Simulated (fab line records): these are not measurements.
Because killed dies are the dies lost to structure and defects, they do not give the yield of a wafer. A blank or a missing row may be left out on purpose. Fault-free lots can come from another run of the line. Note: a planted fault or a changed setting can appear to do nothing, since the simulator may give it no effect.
fab line records	flow n5_finfet
record: lots: 10	wafers: 30	last_day: 17
route steps=1938 shown BEOL_M1@813 BEOL_M4@1111 PASSIVATION@1936
lots untouched by any fault: they come from a run of this same line in which no faults occurred
start_h: start of the lot's first displayed wafer, in hours after the record's first day	wait_h: time in hours since the lot's previous step	" repeats the value in the row above	L1.1+2: several wafers, shown together as one row	- value missing, or start not given	* or withheld: withheld	< > ~ a bound
route shown NAME@n: NAME is a module with steps in the file, n the number in the route of the first one	usual: average and standard deviation across the fault-free wafers	same: alike in all rows	chamber/n: place in a boat	sites: per-site readings	_std_site: the standard deviation of these	_edge_site: mean of outer sites minus mean of inner sites	radius_mm: how far each site lies from the wafer's centre	mask NAME#n: copy n	behind: the most recent tool/chamber to have shaped the wafer	hold: reason for holding the lot/hours on hold/outcome of the hold	device: which transistor (n, p or np) failed to switch	end of line: tests of these same wafers at the route's end	where a step has no rows: the recipe by itself	killed: at the first sort, the dies lost to defects and structure; wafer yield is something else	map: dies across one wafer; x = killed, . = not, _ = none there
set.NAME: the setting that was run; set.NAME@STEP: the one run at that earlier step	model.NAME: the simulator's own value behind a step, which no gauge read
steps of the route over a sample of lots; a table a step, a row a wafer
services: the hour from which a tool's chamber was out of use, counted from the record's first day as start_h (under 0 if before that day), plus the number of hours and why
== steps ==
step: N5_BEOL_M1_CVD_47
recipe: material: Co	target_thk_a: 30	temp_c: withheld	precursor: CCTBA/H2	pressure_torr: 30	time_s: 223.8
usual: run_length_s: 246.9/0.59
lot.wafer	tool	chamber	start_h	wait_h	run_length_s
L152.1	cvd_co-02	1	132.08	0.1	247.4
L152.3	"	0	"	"	247.3
L152.6	"	2	"	"	246.8
L154.2	cvd_co-02	1	132.22	0.2	247.0
L154.3	"	2	"	"	246.8
L154.6	"	1	"	"	247.7
L155.3	cvd_co-02	2	145.47	0.1	246.9
L155.4	"	2	"	"	246.6
L155.6	"	0	"	"	247.8
L156.1	cvd_co-02	1	152.17	0.0	247.2
L156.3	"	2	"	"	246.5
L156.5	"	2	"	"	246.6
L161.1	cvd_co-02	1	180.83	0.1	249.8
L161.2	"	2	"	"	246.4
L161.4	"	1	"	"	247.0
L170.1	cvd_co-01	2	236.29	0.0	246.4
L170.4	"	2	"	"	246.2
L170.6	"	0	"	"	245.5
L171.3	cvd_co-01	2	255.12	0.3	246.3
L171.4	"	1	"	"	247.8
L171.6	"	0	"	"	245.9
L172.1	cvd_co-02	0	260.94	0.0	247.5
L172.2	"	1	"	"	247.1
L172.6	"	2	"	"	246.7
L174.2	cvd_co-02	2	262.06	0.1	246.5
L174.4	"	2	"	"	246.4
L174.5	"	1	"	"	247.5
L175.1	cvd_co-01	0	264.45	0.0	245.8
L175.2	"	1	"	"	247.0
L175.5	"	0	"	"	245.7
step: N5_BEOL_M1_SPUTTER_81
recipe: material: Cu	target_thk_a: 45	temp_c: -20	chamber_pressure_pa: 0.07	power_w: withheld	time_s: 8.29
usual: chuck_gas_flow_sccm: 1.25/0.052	throttle_valve_pct: 30.0/0.38
same: time_s: 8.29
lot.wafer	tool	chamber	start_h	wait_h	chuck_gas_flow_sccm	throttle_valve_pct
L152.1	pvd_sputter-01	-	132.72	0.1	1.21	29.7
L152.3	"	-	"	"	1.24	30.6
L152.6	"	-	"	"	1.26	29.9
L154.2	pvd_sputter-03	-	132.85	0.1	1.17	30.8
L154.3	"	-	"	"	1.18	30.1
L154.6	"	-	"	"	1.33	30.0
L155.3	pvd_sputter-03	-	146.09	0.1	1.26	30.1
L155.4	"	-	"	"	1.32	29.8
L155.6	"	-	"	"	1.21	30.0
L156.1	pvd_sputter-03	-	152.83	0.1	1.19	29.5
L156.3	"	-	"	"	1.35	29.9
L156.5	"	-	"	"	1.35	29.8
L161.1	pvd_sputter-02	-	182.32	0.1	1.27	30.5
L161.2	"	-	"	"	1.22	29.4
L161.4	"	-	"	"	1.26	30.5
L170.1	pvd_sputter-01	-	237.03	0.1	1.21	29.7
L170.4	"	-	"	"	1.32	30.3
L170.6	"	-	"	"	1.22	30.0
L171.3	pvd_sputter-03	-	255.71	0.1	1.28	29.9
L171.4	"	-	"	"	1.23	30.2
L171.6	"	-	"	"	1.28	30.5
L172.1	pvd_sputter-03	-	261.62	0.1	1.28	30.0
L172.2	"	-	"	"	1.24	30.5
L172.6	"	-	"	"	1.29	30.2
L174.2	pvd_sputter-02	-	262.99	0.1	1.25	30.1
L174.4	"	-	"	"	1.31	30.4
L174.5	"	-	"	"	1.36	30.1
L175.1	pvd_sputter-02	-	265.31	0.1	1.19	30.3
L175.2	"	-	"	"	1.20	30.1
L175.5	"	-	"	"	1.32	30.4
step: N5_BEOL_M1_SPUTTER_88
recipe: material: Cu	target_thk_a: 45	temp_c: -20	chamber_pressure_pa: 0.07	power_w: withheld	time_s: 8.29
usual: chuck_gas_flow_sccm: 1.27/0.057	throttle_valve_pct: 30.1/0.38
same: time_s: 8.29
lot.wafer	tool	chamber	start_h	wait_h	chuck_gas_flow_sccm	throttle_valve_pct
L152.1	pvd_sputter-01	-	133.16	0.1	1.24	29.9
L152.3	"	-	"	"	1.17	30.8
L152.6	"	-	"	"	1.28	29.8
L154.2	pvd_sputter-03	-	133.29	0.1	1.28	30.5
L154.3	"	-	"	"	1.21	30.0
L154.6	"	-	"	"	1.28	29.6
L155.3	pvd_sputter-03	-	146.53	0.1	1.15	30.1
L155.4	"	-	"	"	1.25	29.5
L155.6	"	-	"	"	1.33	29.7
L156.1	pvd_sputter-03	-	153.27	0.1	1.25	29.9
L156.3	"	-	"	"	1.39	29.9
L156.5	"	-	"	"	1.30	29.8
L161.1	pvd_sputter-02	-	182.76	0.1	1.21	30.7
L161.2	"	-	"	"	1.29	29.6
L161.4	"	-	"	"	1.27	30.2
L170.1	pvd_sputter-01	-	237.47	0.1	1.24	29.4
L170.4	"	-	"	"	1.25	29.8
L170.6	"	-	"	"	1.32	30.1
L171.3	pvd_sputter-03	-	256.15	0.1	1.29	29.9
L171.4	"	-	"	"	1.29	30.2
L171.6	"	-	"	"	1.33	30.2
L172.1	pvd_sputter-03	-	262.06	0.1	1.24	29.7
L172.2	"	-	"	"	1.32	30.5
L172.6	"	-	"	"	1.25	30.1
L174.2	pvd_sputter-02	-	263.43	0.1	1.22	30.3
L174.4	"	-	"	"	1.15	30.6
L174.5	"	-	"	"	1.24	30.1
L175.1	pvd_sputter-02	-	265.75	0.1	1.17	30.4
L175.2	"	-	"	"	1.36	30.3
L175.5	"	-	"	"	1.24	30.2
step: N5_BEOL_M1_ANNEAL_89
recipe: temp_c: 400	time_s: 240	ambient: vacuum
usual: heater_power_w: 841/110
same: time_s: 240
lot.wafer	tool	chamber	start_h	wait_h	heater_power_w
L152.1	pvd_sputter-01	-	133.24	0.0	854
L152.3	"	-	"	"	795
L152.6	"	-	"	"	918
L154.2	pvd_sputter-03	-	133.37	0.0	738
L154.3	"	-	"	"	751
L154.6	"	-	"	"	862
L155.3	pvd_sputter-03	-	146.61	0.0	734
L155.4	"	-	"	"	805
L155.6	"	-	"	"	826
L156.1	pvd_sputter-03	-	153.35	0.0	822
L156.3	"	-	"	"	869
L156.5	"	-	"	"	873
L161.1	pvd_sputter-02	-	182.84	0.0	1051
L161.2	"	-	"	"	978
L161.4	"	-	"	"	768
L170.1	pvd_sputter-01	-	237.55	0.0	1007
L170.4	"	-	"	"	907
L170.6	"	-	"	"	919
L171.3	pvd_sputter-03	-	256.23	0.0	832
L171.4	"	-	"	"	764
L171.6	"	-	"	"	730
L172.1	pvd_sputter-03	-	262.14	0.0	851
L172.2	"	-	"	"	741
L172.6	"	-	"	"	752
L174.2	pvd_sputter-02	-	263.51	0.0	785
L174.4	"	-	"	"	1061
L174.5	"	-	"	"	777
L175.1	pvd_sputter-02	-	265.83	0.0	1046
L175.2	"	-	"	"	786
L175.5	"	-	"	"	793
step: N5_BEOL_M4_RC_MEAS_101
usual: DIBL_N: 36.4/1.4	DIBL_P: 36.3/1.5	IOFF_N: 0.162/0.023	IOFF_P: 0.211/0.027	ION_N: 676/9.7	ION_P: 463/6.4	SS_N: 71.5/0.5	SS_P: 73.3/0.6	VT_N: 249.3/2.5	VT_P: -249.9/2.8
lot.wafer	tool	chamber	start_h	wait_h	DIBL_N[mV/V]	DIBL_P[mV/V]	IOFF_N[nA/um]	IOFF_P[nA/um]	ION_N[uA/um]	ION_P[uA/um]	SS_N[mV/dec]	SS_P[mV/dec]	VT_N[mV]	VT_P[mV]
L152.1	prober-02	0	171.00	0.0	38.5	37.2	0.193	0.238	675	461	72.4	73.6	249.0	-247.1
L152.3	"	0	"	"	37.3	36.1	0.166	0.221	675	467	71.7	73.4	249.5	-250.3
L152.6	"	0	"	"	37.8	36.4	0.186	0.228	676	459	72.4	74.0	248.0	-248.3
L154.2	prober-02	0	173.70	0.2	36.4	35.9	0.157	0.212	680	470	70.9	73.2	248.7	-249.4
L154.3	"	0	"	"	37.6	36.8	0.184	0.222	685	468	71.6	73.4	247.1	-247.8
L154.6	"	0	"	"	36.8	35.5	0.168	0.214	683	468	71.6	72.8	247.9	-248.2
L155.3	prober-02	0	180.56	0.3	36.4	36.6	0.157	0.228	673	465	71.7	73.9	252.4	-249.1
L155.4	"	0	"	"	36.8	37.2	0.168	0.234	667	463	72.5	74.0	250.6	-248.0
L155.6	"	0	"	"	34.2	34.2	0.123	0.191	664	456	71.4	72.8	254.9	-250.8
L156.1	prober-01	0	184.04	0.0	35.9	37.0	0.152	0.193	684	469	71.6	73.0	251.4	-254.5
L156.3	"	0	"	"	39.0	40.1	0.200	0.232	688	461	72.1	74.7	246.1	-250.3
L156.5	"	0	"	"	37.4	38.5	0.177	0.216	687	460	71.7	73.4	248.7	-253.0
L161.1	prober-02	0	226.78	0.0	35.5	36.8	0.164	0.225	658	457	71.6	72.9	248.2	-250.1
L161.2	"	0	"	"	34.9	34.7	0.145	0.190	661	456	71.4	72.5	249.2	-251.2
L161.4	"	0	"	"	36.8	38.0	0.188	0.240	677	466	72.1	72.9	245.8	-249.5
L170.1	prober-02	0	269.98	0.0	40.7	39.0	0.230	0.267	675	460	72.9	74.4	247.4	-248.4
L170.4	"	0	"	"	37.8	36.8	0.179	0.214	682	466	71.9	74.1	247.4	-249.9
L170.6	"	0	"	"	38.3	36.3	0.175	0.209	669	454	72.8	73.3	249.5	-248.8
L171.3	prober-02	0	292.67	0.3	35.7	35.6	0.161	0.188	681	458	72.2	73.8	249.8	-252.5
L171.4	"	0	"	"	36.4	37.2	0.173	0.212	675	457	71.8	74.8	248.5	-249.4
L171.6	"	0	"	"	36.1	36.2	0.163	0.193	689	462	71.4	73.2	250.0	-252.2
L172.1	prober-02	0	295.55	0.0	36.0	34.2	0.153	0.213	670	462	71.6	73.0	250.2	-250.2
L172.2	"	0	"	"	36.4	33.9	0.162	0.216	661	457	71.6	71.9	250.8	-246.2
L172.6	"	0	"	"	36.4	35.0	0.162	0.231	665	466	71.4	73.6	250.8	-248.0
L174.2	prober-01	0	296.27	0.2	36.9	36.1	0.163	0.192	676	459	71.7	73.5	249.4	-251.9
L174.4	"	0	"	"	40.8	42.2	0.254	0.309	706	473	72.2	75.0	244.1	-243.8
L174.5	"	0	"	"	38.4	38.3	0.188	0.240	699	472	71.9	74.3	248.1	-250.8
L175.1	prober-02	0	297.84	0.0	34.1	32.7	0.122	0.172	674	465	70.9	72.6	252.4	-251.9
L175.2	"	0	"	"	37.0	36.4	0.164	0.225	673	463	71.6	73.3	248.5	-248.6
L175.5	"	0	"	"	35.6	35.0	0.149	0.198	691	470	71.2	73.7	247.3	-248.5
step: N5_PASSIVATION_PROBE_49
usual: defect_limited_yield: 91.3/1.3	killed_at_M0_to_M3: 33/8.9	killed_at_M4_up: 15/5.4	killed_at_contacts: 13/5.8	killed_at_front_end: 39/9.9	killed_at_other: 3.2/2.9	killed_dies: 102/15	killed_on_rim: 13/3.7	killed_open: 68/12	killed_short: 34/7.6	sort_bin_4_leakage: 0.00/0.007	sort_bin_5_function: 5.1/0.89	sort_bin_6_memory: 3.2/0.63	sort_n_pass: 1078/15	sort_yield_pct: 91.3/1.3
same: gross_dies: 1180	killed_at_back_side: 0	sort_bin_8_speed[%]: 0
lot.wafer	tool	chamber	start_h	wait_h	defect_limited_yield[%]	killed_at_M0_to_M3	killed_at_M4_up	killed_at_contacts	killed_at_front_end	killed_at_other	killed_dies	killed_on_rim	killed_open	killed_short	sort_bin_4_leakage[%]	sort_bin_5_function[%]	sort_bin_6_memory[%]	sort_n_pass	sort_yield_pct[%]
L152.1	prober-01	-	263.01	0.0	90.9	24	24	14	41	4	107	14	79	28	0	5.0	3.7	1073	90.9
L152.3	prober-01	-	263.11	0.1	92.7	27	12	11	33	3	86	12	56	30	0	3.9	3.3	1094	92.7
L152.6	prober-01	-	263.26	0.3	92.0	45	11	9	21	8	94	15	59	34	0	5.2	2.2	1086	92.0
L170.1	prober-01	-	369.10	0.0	91.9	34	10	10	32	9	95	13	54	40	0	4.7	3.0	1085	91.9
L170.4	prober-01	-	369.25	0.2	91.9	29	9	17	40	1	96	6	59	36	0	4.7	3.1	1084	91.9
L170.6	prober-01	-	369.35	0.3	91.8	50	9	17	21	0	97	14	66	29	0	4.7	3.2	1083	91.8
L172.1	prober-02	-	396.61	0.0	91.3	39	16	7	36	5	103	15	77	26	0	5.3	2.7	1077	91.3
L172.2	prober-02	-	396.66	0.1	90.0	41	16	21	34	6	118	10	80	38	0	6.4	3.1	1062	90.0
L172.6	prober-02	-	396.86	0.3	91.5	35	13	12	36	4	100	20	71	29	0	5.2	3.1	1080	91.5
killed by level:class
L152.1 BEOL_M0_SAQP:geometric_particle:open=9 FIN_SAQP:geometric_particle:open=8 MOL_CONTACT_COAG:geometric_particle:open=8 BEOL_M4:geometric_particle:open=8 STARTING-WAFER:geometric_particle:open=7 MOL_CONTACT_COAG:geometric_particle:short=6 STI_FIN_REVEAL:geometric_particle:open=5 BEOL_M5:geometric_particle:open=5
L152.3 BEOL_M0_SAQP:geometric_particle:open=12 MOL_CONTACT_COAG:geometric_particle:open=9 BEOL_M0_SAQP:geometric_particle:short=8 FIN_SAQP:geometric_particle:short=7 STI_FIN_REVEAL:geometric_particle:open=5 DUMMY_GATE:geometric_particle:open=5 FIN_SAQP:geometric_particle:open=4 BEOL_M3:geometric_particle:open=4
L152.6 BEOL_M0_SAQP:geometric_particle:short=10 BEOL_M0_SAQP:geometric_particle:open=9 MOL_CONTACT_COAG:geometric_particle:open=8 BEOL_M3:geometric_particle:open=8 BEOL_M1:geometric_particle:open=6 BEOL_M3:geometric_particle:short=6 PASS1_CAP:geometric_particle:open=5 STARTING-WAFER:geometric_particle:open=5
L170.1 BEOL_M3:geometric_particle:open=13 MOL_CONTACT_COAG:geometric_particle:open=9 FIN_SAQP:geometric_particle:short=7 BEOL_M0_SAQP:geometric_particle:short=5 DUMMY_GATE:geometric_particle:open=4 BEOL_M0_SAQP:geometric_particle:open=4 MIM_TOP_ETCH:geometric_particle:short=4 FIN_SAQP:geometric_particle:open=3
L170.4 FIN_SAQP:geometric_particle:open=13 MOL_CONTACT_COAG:geometric_particle:open=10 FIN_SAQP:geometric_particle:short=7 MOL_CONTACT_COAG:geometric_particle:short=7 BEOL_M0_SAQP:geometric_particle:short=7 BEOL_M2:geometric_particle:open=7 ILD0:geometric_particle:open=5 STI_FIN_REVEAL:geometric_particle:open=4
L170.6 BEOL_M0_SAQP:geometric_particle:open=15 BEOL_M3:geometric_particle:open=13 MOL_CONTACT_COAG:geometric_particle:open=13 BEOL_M0_SAQP:geometric_particle:short=7 FIN_SAQP:geometric_particle:open=5 BEOL_M3:geometric_particle:short=5 MOL_CONTACT_COAG:geometric_particle:short=4 FIN_SAQP:geometric_particle:short=3
L172.1 FIN_SAQP:geometric_particle:open=16 BEOL_M0_SAQP:geometric_particle:open=9 BEOL_M2:geometric_particle:open=6 BEOL_M0:geometric_particle:open=6 BEOL_M3:geometric_particle:open=6 MOL_CONTACT_COAG:geometric_particle:open=5 BEOL_M0_SAQP:geometric_particle:short=5 BEOL_M4:geometric_particle:open=5
L172.2 MOL_CONTACT_COAG:geometric_particle:open=19 BEOL_M0_SAQP:geometric_particle:short=13 FIN_SAQP:geometric_particle:open=10 STI_FIN_REVEAL:geometric_particle:open=9 BEOL_M0_SAQP:geometric_particle:open=7 BEOL_M1:geometric_particle:open=7 BEOL_M1:geometric_particle:short=5 BEOL_M7:geometric_particle:open=5
L172.6 BEOL_M1:geometric_particle:open=12 BEOL_M4:geometric_particle:open=9 STI_FIN_REVEAL:geometric_particle:open=7 MOL_CONTACT_COAG:geometric_particle:open=7 BEOL_M0_SAQP:geometric_particle:open=7 BEOL_M3:geometric_particle:open=6 GATE_CUT:geometric_particle:short=5 MOL_CONTACT_COAG:geometric_particle:short=5
== services ==
tool	chamber	start_h	hours	kind
cvd_co-01	1	114.67	-	clean
cvd_co-01	1	114.67	22.0	scheduled_down
cvd_co-01	1	114.67	22.0	vent_cycle
pvd_sputter-03	-	118.23	5.8	repair
cvd_co-01	-	131.37	6.9	pm
pvd_sputter-01	-	164.86	1.5	repair
pvd_sputter-02	-	187.05	3.7	repair
cvd_co-02	-	193.68	4.3	pm
== key ==
first_sign: step: N5_BEOL_M1_CVD_47	reading: run_length_s	direction: up	sigmas: 5	usual: *	struck: *
effect none on later readings
met_at N5_BEOL_M1_CVD_47
struck_lots L161
struck_wafers L161.1
not_acting_at N5_BEOL_M1_SPUTTER_81,N5_BEOL_M1_SPUTTER_88,N5_BEOL_M1_ANNEAL_89
onset_between 152.17 180.83
fault: kind: process_parameter_drift	tool: cvd_co-02	chamber: -	onset_h: 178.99	steps: N5_BEOL_M1_CVD_47	channel: time_s	offset: *	shape: step	end_h: 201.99	scope: struck_wafers_only	acts_in: *	stated: *
